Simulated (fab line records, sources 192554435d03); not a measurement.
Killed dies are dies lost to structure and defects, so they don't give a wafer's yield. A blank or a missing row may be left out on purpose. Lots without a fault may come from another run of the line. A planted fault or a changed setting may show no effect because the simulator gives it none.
Tool commonality check | flow n5_finfet | 8 lots, 24 wafers sampled

WHY IT WAS OPENED
At N5_STI_FIN_REVEAL_CD_MEAS_22 the reading cd_nm is flagged on 2 of 8 lots. Wafers without a fault read 6.23 nm, standard deviation 0.22.
Rule: a lot is flagged when every wafer of it that has a number lies more than 4 standard deviations from that mean, or none has a number. The other lots count as sound.

lot  | measured    | on        | cd_nm (nm), wafer by wafer | flag
L511 | day 2 21:22 | cd_sem-02 | 6.15 6.31 6.27             |
L514 | day 3 14:07 | cd_sem-01 | 5.98 5.66 6.16             |
L519 | day 4 20:46 | cd_sem-03 | 7.28 7.33 7.38             | FLAGGED
L520 | day 5 02:21 | cd_sem-03 | 7.26 7.49 7.25             | FLAGGED
L522 | day 5 13:01 | cd_sem-01 | 6.62 6.42 6.27             |
L530 | day 7 13:40 | cd_sem-03 | 5.82 6.53 6.16             |
L531 | day 7 19:22 | cd_sem-03 | 6.76 6.11 6.50             |
L532 | day 8 00:52 | cd_sem-03 | 6.43 6.08 6.40             |
The numbers of the flagged lots are 7.33 nm on average: +1.10 nm against the usual, or +5 standard deviations.

WHICH TOOL RAN EACH LOT
The record holds 4 process steps before the reading, out of a route of 1938 steps. In each cell: the tool, then ch and the chambers that the sampled wafers went through, then the start.
lot  | flag    | N5_FIN_CUT_STRIP_24               | N5_FIN_CUT_CUT_ETCH_26            | N5_STI_FIN_REVEAL_DENSIFY_30    | N5_STI_FIN_REVEAL_OXIDATION_33
L511 |         | rie_diel-04 ch 1,2,3, day 2 12:08 | rie_diel-04 ch 1,2,3, day 2 12:09 | rtp_anneal-01 ch 0, day 2 18:16 | plasma_asher-02 ch 1, day 2 21:12
L514 |         | rie_diel-02 ch 0,2, day 3 04:25   | rie_diel-02 ch 0,2, day 3 04:26   | rtp_anneal-02 ch 0, day 3 10:49 | plasma_asher-01 ch 0,1, day 3 13:58
L519 | FLAGGED | rie_diel-05 ch 1,2, day 4 10:08   | rie_diel-05 ch 1,2, day 4 10:10   | rtp_anneal-01 ch 0, day 4 17:39 | plasma_asher-01 ch 0,1, day 4 20:36
L520 | FLAGGED | rie_diel-04 ch 1,2,3, day 4 15:40 | rie_diel-04 ch 1,2,3, day 4 15:41 | rtp_anneal-01 ch 0, day 4 23:14 | plasma_asher-01 ch 0,1, day 5 02:11
L522 |         | rie_diel-05 ch 0,1,2, day 5 03:52 | rie_diel-05 ch 0,1,2, day 5 03:53 | rtp_anneal-02 ch 0, day 5 09:50 | plasma_asher-01 ch 0,1, day 5 12:51
L530 |         | rie_diel-05 ch 1,2,3, day 7 04:26 | rie_diel-05 ch 1,2,3, day 7 04:27 | rtp_anneal-01 ch 0, day 7 10:34 | plasma_asher-01 ch 0,1, day 7 13:30
L531 |         | rie_diel-05 ch 1,3, day 7 10:14   | rie_diel-05 ch 1,3, day 7 10:16   | rtp_anneal-02 ch 0, day 7 16:13 | plasma_asher-02 ch 0, day 7 19:13
L532 |         | rie_diel-02 ch 1,2,3, day 7 15:47 | rie_diel-02 ch 1,2,3, day 7 15:49 | rtp_anneal-01 ch 0, day 7 21:44 | plasma_asher-01 ch 0,1, day 8 00:42
What these steps do:
- N5_FIN_CUT_STRIP_24: strips in CF4.
- N5_FIN_CUT_CUT_ETCH_26: etches SiNx in CH3F/O2, target depth 39 nm, time 55.7 s.
- N5_STI_FIN_REVEAL_DENSIFY_30
- N5_STI_FIN_REVEAL_OXIDATION_33: chemistry O2 PLASMA REMOTE, time 20 s.
- N5_STI_FIN_REVEAL_CD_MEAS_22: target cd 6.238 nm, pitch 28 nm.

FLAGGED OVER TOTAL, TOOL BY TOOL (the gauges that took the reading come last)
step                           | tool            | lots run | flagged | share of the flagged lots | sound lots run after its first flagged lot
N5_FIN_CUT_STRIP_24            | rie_diel-02     | 2        | 0       | none                      | -
N5_FIN_CUT_STRIP_24            | rie_diel-04     | 2        | 1       | some                      | 0
N5_FIN_CUT_STRIP_24            | rie_diel-05     | 4        | 1       | some                      | 3 (L522,L530,L531)
N5_FIN_CUT_CUT_ETCH_26         | rie_diel-02     | 2        | 0       | none                      | -
N5_FIN_CUT_CUT_ETCH_26         | rie_diel-04     | 2        | 1       | some                      | 0
N5_FIN_CUT_CUT_ETCH_26         | rie_diel-05     | 4        | 1       | some                      | 3 (L522,L530,L531)
N5_STI_FIN_REVEAL_DENSIFY_30   | rtp_anneal-01   | 5        | 2       | all                       | 2 (L530,L532)
N5_STI_FIN_REVEAL_DENSIFY_30   | rtp_anneal-02   | 3        | 0       | none                      | -
N5_STI_FIN_REVEAL_OXIDATION_33 | plasma_asher-01 | 6        | 2       | all                       | 3 (L522,L530,L532)
N5_STI_FIN_REVEAL_OXIDATION_33 | plasma_asher-02 | 2        | 0       | none                      | -
N5_STI_FIN_REVEAL_CD_MEAS_22   | cd_sem-01       | 2        | 0       | none                      | -
N5_STI_FIN_REVEAL_CD_MEAS_22   | cd_sem-02       | 1        | 0       | none                      | -
N5_STI_FIN_REVEAL_CD_MEAS_22   | cd_sem-03       | 5        | 2       | all                       | 3 (L530,L531,L532)

WHAT THE TABLE ALLOWS
3 rows of the table ran every flagged lot: rtp_anneal-01 at N5_STI_FIN_REVEAL_DENSIFY_30, plasma_asher-01 at N5_STI_FIN_REVEAL_OXIDATION_33, cd_sem-03 at N5_STI_FIN_REVEAL_CD_MEAS_22.
- rtp_anneal-01 at N5_STI_FIN_REVEAL_DENSIFY_30: 2 of its 5 lots flagged. Sound lots ran on it after the first flagged one (L530, L532), which a lasting fault on the whole tool wouldn't allow.
- plasma_asher-01 at N5_STI_FIN_REVEAL_OXIDATION_33: 2 of its 6 lots flagged. Sound lots ran on it after the first flagged one (L522, L530, L532), which a lasting fault on the whole tool wouldn't allow. On the flagged lots its readings are blank where sound lots have values: chamber_pressure_mTorr, drypump_motor_current_A, heater_power_w, temp_c_max.
- cd_sem-03 at N5_STI_FIN_REVEAL_CD_MEAS_22: 2 of its 5 lots flagged. Sound lots ran on it after the first flagged one (L530, L531, L532), which a lasting fault on the whole tool wouldn't allow.
No row of the table ran every flagged lot and no sound lot after the first.

WHAT THE SIMULATOR HAD PUT IN
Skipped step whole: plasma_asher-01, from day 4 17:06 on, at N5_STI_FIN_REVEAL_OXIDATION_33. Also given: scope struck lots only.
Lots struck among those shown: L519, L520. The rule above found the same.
